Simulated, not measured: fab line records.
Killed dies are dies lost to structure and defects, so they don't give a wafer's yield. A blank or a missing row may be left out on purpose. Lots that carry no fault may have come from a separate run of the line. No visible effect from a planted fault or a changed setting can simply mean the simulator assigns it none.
Which tool was responsible? ; flow nand_harc ; 24 lots with 72 wafers sampled at 6 steps, on a route of 1302 steps

== WHAT THE GAUGES SHOWED, per wafer ==
No reading from a measuring or inspecting step in the record can be judged against a usual standard deviation.

== WHICH TOOL RAN EACH LOT (tool, then ch and the chambers of the sampled wafers, then the start) ==
lot;NHARC_A_STAIRCASE_DEP_156;NHARC_A_STAIRCASE_ETCH_169;NHARC_A_STAIRCASE_ETCH_15;NHARC_A_STAIRCASE_TRIM_16;NHARC_A_STAIRCASE_TRIM_191;NHARC_A_STAIRCASE_ETCH_232
L074;pecvd-01 ch 1,2, day 15 06:48;rie_diel-11 ch 1,3, day 15 07:54;rie_diel-02 ch 0,3, no start;rie_diel-02 ch 0,3, no start;rie_diel-11 ch 1,2,3, no start;rie_diel-11 ch 0,1,3, no start
L075;pecvd-01 ch 0,1,2, day 16 07:06;rie_diel-11 ch 0,1,2, day 16 08:10;rie_diel-04 ch 0,1,3, no start;rie_diel-04 ch 0,1,3, no start;rie_diel-02 ch 1,2,3, no start;rie_diel-04 ch 0,1,2, no start
L076;pecvd-04 ch 1,2, day 16 07:13;rie_diel-02 ch 0,1,2, day 16 08:20;rie_diel-04 ch 2,3, no start;rie_diel-04 ch 0,3, no start;rie_diel-04 ch 0,1,3, no start;rie_diel-02 ch 1,2,3, no start
L077;pecvd-02 ch 1,2, day 16 07:16;rie_diel-04 ch 0,1,2, day 16 08:29;rie_diel-11 ch 1,2,3, no start;rie_diel-11 ch 1,3, no start;rie_diel-04 ch 0,3, no start;rie_diel-11 ch 1,3, no start
L078;pecvd-01 ch 0,1, day 17 04:58;rie_diel-02 ch 0,2, day 17 05:55;rie_diel-02 ch 1,2,3, no start;rie_diel-02 ch 0,1,3, no start;rie_diel-04 ch 0,1,2, no start;rie_diel-04 ch 0,1, no start
L079;pecvd-02 ch 0,1,2, day 17 10:41;rie_diel-04 ch 0,2,3, day 17 11:45;rie_diel-04 ch 0,2,3, no start;rie_diel-04 ch 1,2, no start;rie_diel-04 ch 1,2, no start;rie_diel-04 ch 0,1,3, no start
L081;pecvd-01 ch 0,1, day 18 05:01;rie_diel-11 ch 0,2, day 18 06:49;rie_diel-02 ch 0,3, no start;rie_diel-02 ch 0,1,2, no start;rie_diel-11 ch 0,1,3, no start;rie_diel-04 ch 2,3, no start
L080;pecvd-04 ch 0,1, day 18 05:03;rie_diel-02 ch 0,1, day 18 06:05;rie_diel-02 ch 1,2,3, no start;rie_diel-02 ch 1,2,3, no start;rie_diel-04 ch 2,3, no start;rie_diel-04 ch 0,2,3, no start
L082;pecvd-04 ch 0,1, day 18 20:10;rie_diel-02 ch 1,3, day 18 21:06;rie_diel-04 ch 0,3, day 19 03:04 or earlier;rie_diel-04 ch 0,1,3, day 19 03:04 or earlier;rie_diel-04 ch 0,1,3, day 19 03:04;rie_diel-02 ch 1,2,3, no start
L084;pecvd-01 ch 1,2, day 19 16:34;rie_diel-04 ch 0,1,3, day 19 17:37;rie_diel-04 ch 1,2,3, no start;rie_diel-04 ch 0,1,3, no start;rie_diel-02 ch 0,2, no start;rie_diel-11 ch 0,1, no start
L083;pecvd-01 ch 0,1, day 19 20:38;rie_diel-11 ch 0,2,3, day 19 21:39;rie_diel-04 ch 0,2,3, no start;rie_diel-04 ch 0,2,3, no start;rie_diel-02 ch 0,2,3, no start;rie_diel-02 ch 0,1,2, no start
L085;pecvd-02 ch 0,2, day 20 07:18;rie_diel-04 ch 0,1,2, day 20 08:21;rie_diel-02 ch 0,1,2, no start;rie_diel-02 ch 0,1, no start;rie_diel-04 ch 1,2,3, no start;rie_diel-04 ch 0,1,2, no start
L086;pecvd-01 ch 0,1,2, day 20 10:50;rie_diel-02 ch 0,1, day 20 11:54;rie_diel-02 ch 0,3, no start;rie_diel-02 ch 0,2,3, no start;rie_diel-11 ch 0,2, no start;rie_diel-02 ch 0,3, no start
L087;pecvd-02 ch 0,1,2, day 20 17:47;rie_diel-02 ch 1,2, day 20 18:43;rie_diel-11 ch 1,3, no start;rie_diel-11 ch 0,3, no start;rie_diel-02 ch 0,2,3, no start;rie_diel-04 ch 1,3, no start
L089;pecvd-04 ch 0,1, day 21 10:59;rie_diel-04 ch 1,2,3, day 21 12:05;rie_diel-02 ch 0,1,3, no start;rie_diel-02 ch 0,1,3, no start;rie_diel-02 ch 0,1,3, no start;rie_diel-04 ch 0,2,3, no start
L088;pecvd-02 ch 1,2, day 21 11:02;rie_diel-02 ch 0,2,3, day 21 11:58;rie_diel-04 ch 2,3, no start;rie_diel-04 ch 0,1,2, no start;rie_diel-02 ch 1,2,3, no start;rie_diel-11 ch 0,2,3, no start
L090;pecvd-01 ch 0,2, day 22 05:15;rie_diel-02 ch 1,3, day 22 06:20;rie_diel-02 ch 1,3, no start;rie_diel-02 ch 0,2,3, no start;rie_diel-11 ch 0,1,2, no start;rie_diel-02 ch 0,1,2, no start
L091;pecvd-02 ch 1,2, day 22 05:16;rie_diel-11 ch 0,1,3, day 22 06:29;rie_diel-11 ch 0,1,3, no start;rie_diel-11 ch 1,2,3, no start;rie_diel-11 ch 0,1,2, no start;rie_diel-11 ch 0,1,2, no start
L093;pecvd-02 ch 0,1, day 23 07:29;rie_diel-02 ch 0,1,2, day 23 08:34;rie_diel-11 ch 1,2,3, no start;rie_diel-11 ch 1,2, no start;rie_diel-02 ch 0,2,3, no start;rie_diel-11 ch 0,1, no start
L092;pecvd-04 ch 0,2, day 23 07:29;rie_diel-02 ch 1,2, day 23 08:47;rie_diel-11 ch 1,3, no start;rie_diel-11 ch 0,2,3, no start;rie_diel-11 ch 1,3, no start;rie_diel-04 ch 0,1,3, no start
L095;pecvd-04 ch 0,1,2, day 23 21:34;rie_diel-11 ch 1,2,3, day 23 22:41;rie_diel-02 ch 0,2,3, no start;rie_diel-02 ch 0,1,3, no start;rie_diel-04 ch 0,2,3, no start;rie_diel-02 ch 1,2,3, no start
L094;pecvd-04 ch 0,2, day 24 18:32;rie_diel-04 ch 1,2, day 24 19:36;rie_diel-11 ch 1,2, no start;rie_diel-11 ch 1,2, no start;rie_diel-04 ch 0,2,3, no start;rie_diel-04 ch 2,3, no start
L096;pecvd-04 ch 1,2, day 25 06:49;rie_diel-04 ch 0,2,3, day 25 07:43;rie_diel-02 ch 0,3, no start;rie_diel-02 ch 0,1,3, no start;rie_diel-02 ch 0,1,2, no start;rie_diel-04 ch 2,3, no start
L097;pecvd-02 ch 0,1,2, day 25 10:23;rie_diel-02 ch 0,1,3, day 25 11:21;rie_diel-02 ch 0,1, no start;rie_diel-02 ch 0,3, no start;rie_diel-02 ch 2,3, no start;rie_diel-02 ch 2,3, no start
- NHARC_A_STAIRCASE_DEP_156: deposits SiNx, target thk 50 nm.
- NHARC_A_STAIRCASE_ETCH_169: etches the open film in CH3F/O2, target depth 50 nm, time 107.1 s.
- NHARC_A_STAIRCASE_ETCH_15: etches the open film in C4F8/O2, target depth 100 nm, time 40.5 s.
- NHARC_A_STAIRCASE_TRIM_16: chemistry O2, time 211.2 s.
- NHARC_A_STAIRCASE_TRIM_191: chemistry O2, time 211.2 s.
- NHARC_A_STAIRCASE_ETCH_232: etches the open film in C4F8/O2, target depth 100 nm, time 40.5 s.

== WHAT THE TOOLS THEMSELVES READ (means of the sampled wafers that have a number; where no wafer has one, the mark that the record gives instead) ==
NHARC_A_STAIRCASE_DEP_156. Usual: heater_power_outer_w 415 W, standard deviation 61; heater_power_w 710 W, standard deviation 77; susceptor_temp_C 400.01 C, standard deviation 0.21.
lot;tool;heater_power_outer_w (W);heater_power_w (W);susceptor_temp_C (C);flag
L074;pecvd-01;437;733;399.80;
L075;pecvd-01;459;744;399.87;
L076;pecvd-04;417;716;399.97;
L077;pecvd-02;380;680;400.10;
L078;pecvd-01;469;755;400.42;
L079;pecvd-02;394;701;399.95;
L081;pecvd-01;452;736;400.00;
L080;pecvd-04;480;793;400.06;
L082;pecvd-04;458;760;399.88;
L084;pecvd-01;405;685;400.09;
L083;pecvd-01;456;735;400.03;
L085;pecvd-02;304;583;399.96;
L086;pecvd-01;432;725;400.06;
L087;pecvd-02;388;696;400.23;
L089;pecvd-04;407;710;399.82;
L088;pecvd-02;367;685;400.02;
L090;pecvd-01;434;740;400.06;
L091;pecvd-02;414;774;400.13;
L093;pecvd-02;375;654;399.93;
L092;pecvd-04;384;658;400.12;
L095;pecvd-04;426;708;400.04;
L094;pecvd-04;378;647;399.61;
L096;pecvd-04;467;779;400.04;
L097;pecvd-02;388;689;400.14;

NHARC_A_STAIRCASE_ETCH_169. Usual: drypump_motor_current_A 5.64 A, standard deviation 0.29; oes_product_au 0.963 a.u., standard deviation 0.014; rf_vpp_V 244.2 V, standard deviation 1.8; showerhead_plenum_p_Torr 2.45 Torr, standard deviation 0.12; throttle_valve_pct 20.664 %, standard deviation 0.0086.
lot;tool;drypump_motor_current_A (A);oes_product_au (a.u.);rf_vpp_V (V);showerhead_plenum_p_Torr (Torr);throttle_valve_pct (%);flag
L074;rie_diel-11;5.74;0.969;245.5;2.50;20.664;
L075;rie_diel-11;5.63;0.940;242.7;2.32;20.656;
L076;rie_diel-02;5.81;0.972;243.6;2.44;20.664;
L077;rie_diel-04;5.75;0.978;245.0;2.53;20.665;
L078;rie_diel-02;5.87;0.972;242.4;2.36;20.659;
L079;rie_diel-04;5.51;0.955;245.4;2.49;20.661;
L081;rie_diel-11;5.64;0.950;242.2;2.28;20.666;
L080;rie_diel-02;5.65;0.964;244.1;2.41;20.658;
L082;rie_diel-02;5.39;0.957;246.4;2.55;20.667;
L084;rie_diel-04;5.43;0.977;244.7;2.49;20.665;
L083;rie_diel-11;5.62;0.965;245.5;2.50;20.671;
L085;rie_diel-04;5.77;0.975;245.8;2.52;20.666;
L086;rie_diel-02;5.73;0.957;244.6;2.51;20.664;
L087;rie_diel-02;5.86;0.963;244.9;2.53;20.665;
L089;rie_diel-04;5.54;0.963;245.1;2.47;20.670;
L088;rie_diel-02;5.62;0.972;243.7;2.39;20.662;
L090;rie_diel-02;5.58;0.957;245.2;2.57;20.670;
L091;rie_diel-11;5.59;0.979;243.7;2.40;20.662;
L093;rie_diel-02;5.81;0.958;243.7;2.42;20.662;
L092;rie_diel-02;5.93;0.941;243.9;2.45;20.663;
L095;rie_diel-11;5.76;0.965;244.8;2.51;20.659;
L094;rie_diel-04;5.80;0.946;244.4;2.50;20.656;
L096;rie_diel-04;5.50;0.969;243.7;2.47;20.678;
L097;rie_diel-02;5.53;0.958;243.8;2.46;20.670;

NHARC_A_STAIRCASE_ETCH_15. Usual: oes_product_au 0.943 a.u., standard deviation 0.0094; rf_vpp_V 896 V, standard deviation 5.8.
lot;tool;oes_product_au (a.u.);rf_vpp_V (V);flag
L074;rie_diel-02;0.939;895;
L075;rie_diel-04;0.939;898;
L076;rie_diel-04;0.936;894;
L077;rie_diel-11;0.949;893;
L078;rie_diel-02;0.950;898;
L079;rie_diel-04;0.947;898;
L081;rie_diel-02;0.940;891;
L080;rie_diel-02;0.941;899;
L082;rie_diel-04;0.963;898;
L084;rie_diel-04;0.946;897;
L083;rie_diel-04;0.938;898;
L085;rie_diel-02;0.952;894;
L086;rie_diel-02;0.945;891;
L087;rie_diel-11;0.950;897;
L089;rie_diel-02;0.937;897;
L088;rie_diel-04;0.943;895;
L090;rie_diel-02;0.942;899;
L091;rie_diel-11;0.945;893;
L093;rie_diel-11;0.940;899;
L092;rie_diel-11;0.943;894;
L095;rie_diel-02;0.931;892;
L094;rie_diel-11;0.952;895;
L096;rie_diel-02;0.939;891;
L097;rie_diel-02;0.928;892;

NHARC_A_STAIRCASE_TRIM_16. Usual: drypump_motor_current_A 5.61 A, standard deviation 0.3; oes_product_au 1.002 a.u., standard deviation 0.0075; rf_vpp_V 57.7 V, standard deviation 0.98; showerhead_plenum_p_Torr 3.52 Torr, standard deviation 0.16; throttle_valve_pct 17.036 %, standard deviation 0.0096.
lot;tool;drypump_motor_current_A (A);oes_product_au (a.u.);rf_vpp_V (V);showerhead_plenum_p_Torr (Torr);throttle_valve_pct (%);flag
L074;rie_diel-02;5.38;0.994;58.3;3.51;17.039;
L075;rie_diel-04;5.45;1.009;58.9;3.59;17.032;
L076;rie_diel-04;5.19;1.011;58.1;3.53;17.028;
L077;rie_diel-11;5.74;1.017;57.0;3.50;17.042;
L078;rie_diel-02;5.56;1.008;58.6;3.55;17.039;
L079;rie_diel-04;5.88;1.000;57.9;3.61;17.037;
L081;rie_diel-02;5.81;1.000;57.7;3.49;17.036;
L080;rie_diel-02;5.68;0.999;58.2;3.59;17.036;
L082;rie_diel-04;5.43;1.004;57.7;3.58;17.037;
L084;rie_diel-04;5.45;1.005;57.0;3.57;17.033;
L083;rie_diel-04;5.52;0.999;57.4;3.56;17.026;
L085;rie_diel-02;5.69;1.003;57.5;3.45;17.040;
L086;rie_diel-02;5.64;0.995;58.6;3.43;17.043;
L087;rie_diel-11;5.60;1.005;58.3;3.53;17.029;
L089;rie_diel-02;5.57;1.002;58.3;3.54;17.038;
L088;rie_diel-04;5.76;0.996;57.9;3.61;17.040;
L090;rie_diel-02;5.64;0.994;58.3;3.43;17.044;
L091;rie_diel-11;5.77;1.008;57.5;3.61;17.038;
L093;rie_diel-11;5.78;1.002;58.1;3.52;17.040;
L092;rie_diel-11;5.62;1.001;58.0;3.57;17.043;
L095;rie_diel-02;5.54;1.002;57.4;3.53;17.051;
L094;rie_diel-11;5.80;1.003;57.9;3.66;17.035;
L096;rie_diel-02;5.54;0.999;57.4;3.53;17.044;
L097;rie_diel-02;5.51;0.995;56.9;3.38;17.040;

NHARC_A_STAIRCASE_TRIM_191. Usual: drypump_motor_current_A 5.6 A, standard deviation 0.31; oes_product_au 1.001 a.u., standard deviation 0.0071; rf_vpp_V 57.8 V, standard deviation 0.89; showerhead_plenum_p_Torr 3.53 Torr, standard deviation 0.15; throttle_valve_pct 17.036 %, standard deviation 0.009.
lot;tool;drypump_motor_current_A (A);oes_product_au (a.u.);rf_vpp_V (V);showerhead_plenum_p_Torr (Torr);throttle_valve_pct (%);flag
L074;rie_diel-11;5.8;1.003;57.7;3.46;17.024;
L075;rie_diel-02;5.7;1.005;58.3;3.60;17.040;
L076;rie_diel-04;5.4;1.006;57.3;3.59;17.039;
L077;rie_diel-04;5.2;1.000;58.6;3.53;17.036;
L078;rie_diel-04;5.8;0.996;57.5;3.63;17.034;
L079;rie_diel-04;5.8;0.996;58.2;3.62;17.037;
L081;rie_diel-11;5.6;1.005;57.1;3.46;17.039;
L080;rie_diel-04;5.3;1.002;57.9;3.51;17.040;
L082;rie_diel-04;5.5;1.004;57.4;3.58;17.040;
L084;rie_diel-02;5.7;1.004;55.9;3.34;17.033;
L083;rie_diel-02;5.6;0.994;57.2;3.43;17.034;
L085;rie_diel-04;5.6;0.999;57.9;3.55;17.035;
L086;rie_diel-11;5.7;0.993;57.4;3.63;17.040;
L087;rie_diel-02;5.6;0.997;58.0;3.43;17.044;
L089;rie_diel-02;5.5;1.007;57.4;3.54;17.029;
L088;rie_diel-02;5.7;0.989;58.2;3.57;17.029;
L090;rie_diel-11;5.6;1.004;57.9;3.50;17.035;
L091;rie_diel-11;5.6;1.008;57.8;3.50;17.026;
L093;rie_diel-02;5.6;1.004;57.8;3.42;17.039;
L092;rie_diel-11;5.7;1.014;57.7;3.47;17.036;
L095;rie_diel-04;5.5;1.006;58.1;3.54;17.039;
L094;rie_diel-04;5.5;1.000;57.5;3.54;17.029;
L096;rie_diel-02;5.8;0.996;57.4;3.47;17.035;
L097;rie_diel-02;5.5;0.999;58.5;3.51;17.037;

NHARC_A_STAIRCASE_ETCH_232. Usual: oes_product_au 0.947 a.u., standard deviation 0.01; rf_vpp_V 896 V, standard deviation 5.2.
lot;tool;oes_product_au (a.u.);rf_vpp_V (V);flag
L074;rie_diel-11;0.970;894;
L075;rie_diel-04;0.945;900;
L076;rie_diel-02;0.944;899;
L077;rie_diel-11;0.948;898;
L078;rie_diel-04;0.933;900;
L079;rie_diel-04;0.945;898;
L081;rie_diel-04;0.938;897;
L080;rie_diel-04;0.940;897;
L082;rie_diel-02;0.951;898;
L084;rie_diel-11;0.956;890;
L083;rie_diel-02;0.954;894;
L085;rie_diel-04;0.952;899;
L086;rie_diel-02;0.937;891;
L087;rie_diel-04;0.947;897;
L089;rie_diel-04;0.939;897;
L088;rie_diel-11;0.960;898;
L090;rie_diel-02;0.946;894;
L091;rie_diel-11;0.946;894;
L093;rie_diel-11;0.947;889;
L092;rie_diel-04;0.957;897;
L095;rie_diel-02;0.946;897;
L094;rie_diel-04;0.954;896;
L096;rie_diel-04;0.939;894;
L097;rie_diel-02;0.946;895;

== THE ANSWER, worked out from the rows above alone ==
Rule: a lot is off if the mean of its wafers that have a number lies more than 3 standard deviations from the usual mean. Also off: a lot with no number at a reading for which 4 or more lots have one. All remaining lots with rows at the step are treated as sound. Order of review: gauges by route order, followed by the tools' own readings, for which a lot's mean as printed above is used. The first step at which some lot is off is used, and at that step the reading that is off furthest; a lot without a number counts as furthest.
None of the lots is off at any reading shown; this tells nothing.

== WHAT HAD BEEN PUT IN BY THE SIMULATOR ==
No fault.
